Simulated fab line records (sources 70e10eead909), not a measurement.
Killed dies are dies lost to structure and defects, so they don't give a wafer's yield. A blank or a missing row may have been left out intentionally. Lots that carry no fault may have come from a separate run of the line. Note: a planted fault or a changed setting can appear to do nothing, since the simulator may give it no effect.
fab line records + flow nandHarc + part 2 of 2: steps 22 to 32 of 32
record
- lots=5
- wafers=15
- lastDay=24
route steps=1159 shown P_ZERO_WELL@13
lots with no fault: from the same line, run without faults
startH: hours from the record's first day to the start of the lot's first wafer shown + waitH: hours elapsed since this lot's preceding step + " as in the row above + L1.1+2: one row covering several wafers at once + - no value, or no start given + * or withheld: withheld + < > ~ a bound
route shown NAME@n: NAME is a module with steps in the file, n the number in the route of the first one + usual: the fault-free wafers' mean and standard deviation + same: alike in all rows + chamber/n: place in a boat + sites: readings site by site + _std_site: how widely they spread, as a standard deviation + _edge_site: outer sites' mean less inner sites' + radiusMm: how far each site lies from the wafer's centre + mask NAME#n: copy n + behind: the tool/chamber that last shaped the wafer + hold: why the lot was held/for how many hours/how that ended + device: transistor that didn't switch, given as n, p or np + end of line: tests run on the same wafers once the route is complete + step lacking rows: just its recipe + killed: the dies lost at the first sort to structure and to defects; this is not the yield of the wafer + map: the dies of a wafer, with x for killed, . for not killed, _ for no die there
set.NAME: the setting as run; set.NAME@STEP: as run at that earlier step + model.NAME: the simulator's own value behind a step, which no gauge read
certain route steps with their lots: each step a table, each wafer a row
services: a tool's chamber out of use, with start hour (startH, from the record's first day; less than 0 if before it), hours out, and reason
## steps
# step NHARC_P_ZERO_WELL_IMPLANT_58
# recipe
- energyKev=100
- doseCm2=2e+12
- tiltDeg=7
# usual
- endStationPressureTorr=5.02e-06/2.6e-07
| lot.wafer | tool         | chamber | startH | waitH | endStationPressureTorr |
|-----------|--------------|---------|--------|-------|------------------------|
| L074.1    | implanter-02 | 0       | 15.27  | 0.2   | 5.33e-06               |
| L074.2    | "            | 0       | "      | "     | 4.95e-06               |
| L074.3    | "            | 0       | "      | "     | 5.27e-06               |
| L082.1    | implanter-01 | 0       | 63.15  | 0.1   | 4.99e-06               |
| L082.2    | "            | 0       | "      | "     | 5.07e-06               |
| L082.3    | "            | 0       | "      | "     | 4.73e-06               |
| L087.2    | implanter-01 | 0       | 93.03  | 0.2   | 5.43e-06               |
| L087.3    | "            | 0       | "      | "     | 4.75e-06               |
| L087.4    | "            | 0       | "      | "     | 5.16e-06               |
| L090.2    | implanter-02 | 0       | 111.17 | 0.1   | 4.73e-06               |
| L090.3    | "            | 0       | "      | "     | 5.45e-06               |
| L090.6    | "            | 0       | "      | "     | 4.89e-06               |
| L097.3    | implanter-02 | 0       | 153.07 | 0.2   | 5.14e-06               |
| L097.5    | "            | 0       | "      | "     | 4.72e-06               |
| L097.6    | "            | 0       | "      | "     | 4.95e-06               |
# step NHARC_P_ZERO_WELL_STRIP_28
# recipe
- timeS=840
- tempC=130
- chemistry=SPM
| lot.wafer  | tool        | chamber | startH | waitH |
|------------|-------------|---------|--------|-------|
| L074.1+2+3 | wetBench-02 | 4,5,1   | 15.49  | 0.2   |
| L082.1+2+3 | wetBench-01 | 1,2,3   | 63.38  | 0.2   |
| L087.4+3+2 | wetBench-06 | 6,1,2   | 93.22  | 0.1   |
| L090.3+2+6 | wetBench-02 | 2,4,6   | 111.36 | 0.1   |
| L097.6+3+5 | wetBench-06 | 2,3,5   | 153.22 | 0.0   |
# step NHARC_P_ZERO_WELL_DEHYDRATE_29
# recipe
- tempC=150
- timeS=120
# usual
- heaterPowerTotalW=182.4/1.2
- resistLineTempC=22.99/0.11
| lot.wafer | tool          | chamber | startH | waitH | heaterPowerTotalW | resistLineTempC |
|-----------|---------------|---------|--------|-------|-------------------|-----------------|
| L074.1    | lithoTrack-03 | 0       | 15.82  | -     | 183.8             | 23.06           |
| L074.2    | "             | 0       | "      | "     | 182.0             | 22.90           |
| L074.3    | "             | 0       | "      | "     | 183.3             | 22.98           |
| L082.1    | lithoTrack-03 | 0       | 63.69  | -     | 181.0             | 22.92           |
| L082.2    | "             | 0       | "      | "     | 183.8             | 23.02           |
| L082.3    | "             | 0       | "      | "     | 182.2             | 22.96           |
| L087.2    | lithoTrack-03 | 0       | 93.55  | -     | 182.5             | 23.14           |
| L087.3    | "             | 0       | "      | "     | 181.3             | 22.98           |
| L087.4    | "             | 0       | "      | "     | 184.2             | 23.04           |
| L090.2    | lithoTrack-03 | 0       | 111.69 | -     | 183.5             | 23.10           |
| L090.3    | "             | 0       | "      | "     | 182.0             | 23.14           |
| L090.6    | "             | 0       | "      | "     | 182.6             | 22.91           |
| L097.3    | lithoTrack-03 | 0       | 153.56 | -     | 181.5             | 22.99           |
| L097.5    | "             | 0       | "      | "     | 183.6             | 22.97           |
| L097.6    | "             | 0       | "      | "     | 184.0             | 23.15           |
# step NHARC_P_ZERO_WELL_HMDS_30
# recipe
- timeS=30
# usual
- resistLineTempC=22.99/0.1
| lot.wafer | tool          | chamber | startH | waitH | resistLineTempC |
|-----------|---------------|---------|--------|-------|-----------------|
| L074.1    | lithoTrack-03 | 0       | -      | -     | 23.06           |
| L074.2    | "             | 0       | "      | "     | 22.90           |
| L074.3    | "             | 0       | "      | "     | 23.02           |
| L082.1    | lithoTrack-03 | 0       | -      | -     | 23.07           |
| L082.2    | "             | 0       | "      | "     | 23.09           |
| L082.3    | "             | 0       | "      | "     | 23.11           |
| L087.2    | lithoTrack-03 | 0       | -      | -     | 22.92           |
| L087.3    | "             | 0       | "      | "     | 23.05           |
| L087.4    | "             | 0       | "      | "     | 22.98           |
| L090.2    | lithoTrack-03 | 0       | -      | -     | 23.01           |
| L090.3    | "             | 0       | "      | "     | 22.93           |
| L090.6    | "             | 0       | "      | "     | 22.95           |
| L097.3    | lithoTrack-03 | 0       | -      | -     | 23.10           |
| L097.5    | "             | 0       | "      | "     | 23.25           |
| L097.6    | "             | 0       | "      | "     | 23.00           |
# step NHARC_P_ZERO_WELL_COAT_31
# recipe
- spinRpm=withheld
# usual
- resistLineTempC=22.99/0.11
| lot.wafer | tool          | chamber | startH | waitH | resistLineTempC |
|-----------|---------------|---------|--------|-------|-----------------|
| L074.1    | lithoTrack-03 | 0       | -      | -     | 22.98           |
| L074.2    | "             | 0       | "      | "     | 23.01           |
| L074.3    | "             | 0       | "      | "     | 22.98           |
| L082.1    | lithoTrack-03 | 0       | -      | -     | 23.00           |
| L082.2    | "             | 0       | "      | "     | 22.95           |
| L082.3    | "             | 0       | "      | "     | 22.89           |
| L087.2    | lithoTrack-03 | 0       | -      | -     | 22.99           |
| L087.3    | "             | 0       | "      | "     | 23.05           |
| L087.4    | "             | 0       | "      | "     | 23.01           |
| L090.2    | lithoTrack-03 | 0       | -      | -     | 23.13           |
| L090.3    | "             | 0       | "      | "     | 22.92           |
| L090.6    | "             | 0       | "      | "     | 23.05           |
| L097.3    | lithoTrack-03 | 0       | -      | -     | 22.93           |
| L097.5    | "             | 0       | "      | "     | 22.97           |
| L097.6    | "             | 0       | "      | "     | 22.74           |
# step NHARC_P_ZERO_WELL_SOFTBAKE_32
# recipe
- tempC=122
- timeS=95
# usual
- heaterPowerTotalW=160.1/0.48
- resistLineTempC=22.99/0.095
| lot.wafer | tool          | chamber | startH | waitH | heaterPowerTotalW | resistLineTempC |
|-----------|---------------|---------|--------|-------|-------------------|-----------------|
| L074.1    | lithoTrack-03 | 0       | -      | -     | 160.5             | 22.91           |
| L074.2    | "             | 0       | "      | "     | 159.8             | 22.89           |
| L074.3    | "             | 0       | "      | "     | 160.6             | 23.00           |
| L082.1    | lithoTrack-03 | 0       | -      | -     | 160.5             | 22.78           |
| L082.2    | "             | 0       | "      | "     | 160.6             | 23.12           |
| L082.3    | "             | 0       | "      | "     | 160.7             | 22.98           |
| L087.2    | lithoTrack-03 | 0       | -      | -     | 160.0             | 23.11           |
| L087.3    | "             | 0       | "      | "     | 159.4             | 23.10           |
| L087.4    | "             | 0       | "      | "     | 160.0             | 23.08           |
| L090.2    | lithoTrack-03 | 0       | -      | -     | 159.6             | 23.11           |
| L090.3    | "             | 0       | "      | "     | 160.5             | 23.18           |
| L090.6    | "             | 0       | "      | "     | 160.6             | 23.06           |
| L097.3    | lithoTrack-03 | 0       | -      | -     | 159.3             | 23.05           |
| L097.5    | "             | 0       | "      | "     | 159.1             | 23.05           |
| L097.6    | "             | 0       | "      | "     | 160.6             | 23.01           |
# step NHARC_P_ZERO_WELL_EBR_33
# usual
- resistLineTempC=23.00/0.11
| lot.wafer | tool          | chamber | startH | waitH | resistLineTempC |
|-----------|---------------|---------|--------|-------|-----------------|
| L074.1    | lithoTrack-03 | 0       | -      | -     | 22.97           |
| L074.2    | "             | 0       | "      | "     | 22.89           |
| L074.3    | "             | 0       | "      | "     | 23.10           |
| L082.1    | lithoTrack-03 | 0       | -      | -     | 23.02           |
| L082.2    | "             | 0       | "      | "     | 22.93           |
| L082.3    | "             | 0       | "      | "     | 22.93           |
| L087.2    | lithoTrack-03 | 0       | -      | -     | 23.06           |
| L087.3    | "             | 0       | "      | "     | 23.02           |
| L087.4    | "             | 0       | "      | "     | 23.12           |
| L090.2    | lithoTrack-03 | 0       | -      | -     | 22.85           |
| L090.3    | "             | 0       | "      | "     | 22.96           |
| L090.6    | "             | 0       | "      | "     | 22.89           |
| L097.3    | lithoTrack-03 | 0       | -      | -     | 22.82           |
| L097.5    | "             | 0       | "      | "     | 22.88           |
| L097.6    | "             | 0       | "      | "     | 22.75           |
# step NHARC_P_ZERO_WELL_EXPOSE_34
# recipe
- na=0.6
- targetCdNm=720
- doseMj=22.31
- maskId=P_PWELL
| lot.wafer  | tool          | chamber | startH | waitH | mask      |
|------------|---------------|---------|--------|-------|-----------|
| L074.1+2+3 | krfScanner-01 | 0       | 15.96  | -     | P_PWELL#0 |
| L082.1+2+3 | krfScanner-01 | 0       | 63.83  | -     | P_PWELL#0 |
| L087.2+3+4 | krfScanner-03 | 0       | 93.70  | -     | P_PWELL#0 |
| L090.2+3+6 | krfScanner-03 | 0       | 111.97 | -     | P_PWELL#0 |
| L097.3+5+6 | krfScanner-03 | 0       | 153.71 | -     | P_PWELL#0 |
# step NHARC_P_ZERO_WELL_PEB_35
# recipe
- pebTempC=118
- pebTimeS=85
# usual
- heaterPowerTotalW=163.97/0.28
- resistLineTempC=23.01/0.11
| lot.wafer | tool          | chamber | startH | waitH | heaterPowerTotalW | resistLineTempC |
|-----------|---------------|---------|--------|-------|-------------------|-----------------|
| L074.1    | lithoTrack-03 | 0       | 16.03  | 0.1   | 164.03            | 22.95           |
| L074.2    | "             | 0       | "      | "     | 164.27            | 22.81           |
| L074.3    | "             | 0       | "      | "     | 163.88            | 22.93           |
| L082.1    | lithoTrack-03 | 0       | 63.90  | 0.1   | 164.28            | 23.00           |
| L082.2    | "             | 0       | "      | "     | 163.72            | 23.04           |
| L082.3    | "             | 0       | "      | "     | 163.63            | 22.98           |
| L087.2    | lithoTrack-07 | 0       | 93.76  | 0.1   | 163.84            | 23.29           |
| L087.3    | "             | 0       | "      | "     | 163.62            | 23.12           |
| L087.4    | "             | 0       | "      | "     | 164.43            | 23.14           |
| L090.2    | lithoTrack-07 | 0       | 112.03 | 0.1   | 163.74            | 23.01           |
| L090.3    | "             | 0       | "      | "     | 163.72            | 22.97           |
| L090.6    | "             | 0       | "      | "     | 164.01            | 22.92           |
| L097.3    | lithoTrack-05 | 0       | 153.77 | 0.1   | 163.71            | 22.96           |
| L097.5    | "             | 0       | "      | "     | 163.98            | 22.91           |
| L097.6    | "             | 0       | "      | "     | 163.69            | 22.99           |
# step NHARC_P_ZERO_WELL_DEVELOP_36
# recipe
- timeS=70
# usual
- resistLineTempC=22.99/0.11
| lot.wafer | tool          | chamber | startH | waitH | resistLineTempC |
|-----------|---------------|---------|--------|-------|-----------------|
| L074.1    | lithoTrack-03 | 0       | -      | -     | 23.12           |
| L074.2    | "             | 0       | "      | "     | 23.03           |
| L074.3    | "             | 0       | "      | "     | 23.00           |
| L082.1    | lithoTrack-03 | 0       | -      | -     | 23.07           |
| L082.2    | "             | 0       | "      | "     | 23.07           |
| L082.3    | "             | 0       | "      | "     | 23.08           |
| L087.2    | lithoTrack-07 | 0       | -      | -     | 23.02           |
| L087.3    | "             | 0       | "      | "     | 22.93           |
| L087.4    | "             | 0       | "      | "     | 23.06           |
| L090.2    | lithoTrack-07 | 0       | -      | -     | 23.17           |
| L090.3    | "             | 0       | "      | "     | 23.08           |
| L090.6    | "             | 0       | "      | "     | 23.06           |
| L097.3    | lithoTrack-05 | 0       | -      | -     | 23.28           |
| L097.5    | "             | 0       | "      | "     | 23.07           |
| L097.6    | "             | 0       | "      | "     | 23.14           |
# step NHARC_P_ZERO_WELL_CD_MEAS_37
# recipe
- targetCdNm=720
- landingEnergyEv=500
# usual
- cdNm=720.1/1.6
| lot.wafer | tool     | chamber | startH | waitH | cdNm  |
|-----------|----------|---------|--------|-------|-------|
| L074.1    | cdSem-03 | 0       | 16.12  | -     | 723.2 |
| L074.2    | "        | 0       | "      | "     | 721.4 |
| L074.3    | "        | 0       | "      | "     | 720.0 |
| L082.1    | cdSem-03 | 0       | 63.99  | -     | 722.3 |
| L082.2    | "        | 0       | "      | "     | 721.0 |
| L082.3    | "        | 0       | "      | "     | 721.1 |
| L087.2    | cdSem-03 | 0       | 93.85  | -     | 719.1 |
| L087.3    | "        | 0       | "      | "     | 717.2 |
| L087.4    | "        | 0       | "      | "     | 721.2 |
| L090.2    | cdSem-01 | 0       | 112.13 | -     | 719.8 |
| L090.3    | "        | 0       | "      | "     | 719.1 |
| L090.6    | "        | 0       | "      | "     | 718.4 |
| L097.3    | cdSem-02 | 0       | 153.86 | -     | 717.2 |
| L097.5    | "        | 0       | "      | "     | 717.9 |
| L097.6    | "        | 0       | "      | "     | 721.7 |
## services
| tool          | chamber | startH | hours | kind   |
|---------------|---------|--------|-------|--------|
| krfScanner-03 | -       | -4.00  | 4.0   | pm     |
| implanter-01  | -       | -0.73  | 1.1   | repair |
| wetBench-02   | -       | 4.00   | 8.0   | pm     |
| rieDiel-11    | -       | 12.50  | 9.0   | pm     |
| krfScanner-03 | -       | 13.81  | 0.5   | repair |
| lithoTrack-07 | -       | 14.00  | 7.0   | pm     |
| krfScanner-03 | -       | 18.16  | 4.3   | repair |
| rieSi-03      | 3       | 25.46  | 1.7   | repair |
| rieDiel-12    | -       | 25.46  | 9.0   | pm     |
| rieDiel-01    | 0       | 32.58  | 20.7  | repair |
| implanter-02  | -       | 37.65  | 7.9   | repair |
| krfScanner-02 | -       | 38.00  | 4.0   | pm     |
| lithoTrack-03 | -       | 38.00  | 7.0   | pm     |
| lithoTrack-05 | -       | 62.00  | 7.0   | pm     |
| implanter-02  | -       | 85.12  | 13.0  | pm     |
| krfScanner-03 | -       | 100.43 | 0.6   | repair |
| wetBench-02   | -       | 101.91 | 2.3   | repair |
| rieDiel-11    | 1       | 101.91 | 4.0   | repair |
| krfScanner-03 | -       | 112.74 | 1.6   | repair |
| rieDiel-11    | 1       | 123.24 | 2.7   | repair |
| rieDiel-12    | 1       | 130.40 | 6.2   | repair |
| rieDiel-01    | -       | 137.92 | 9.0   | pm     |
| rieDiel-12    | 1       | 145.08 | 24.0  | repair |
| implanter-01  | -       | 152.68 | 4.9   | repair |
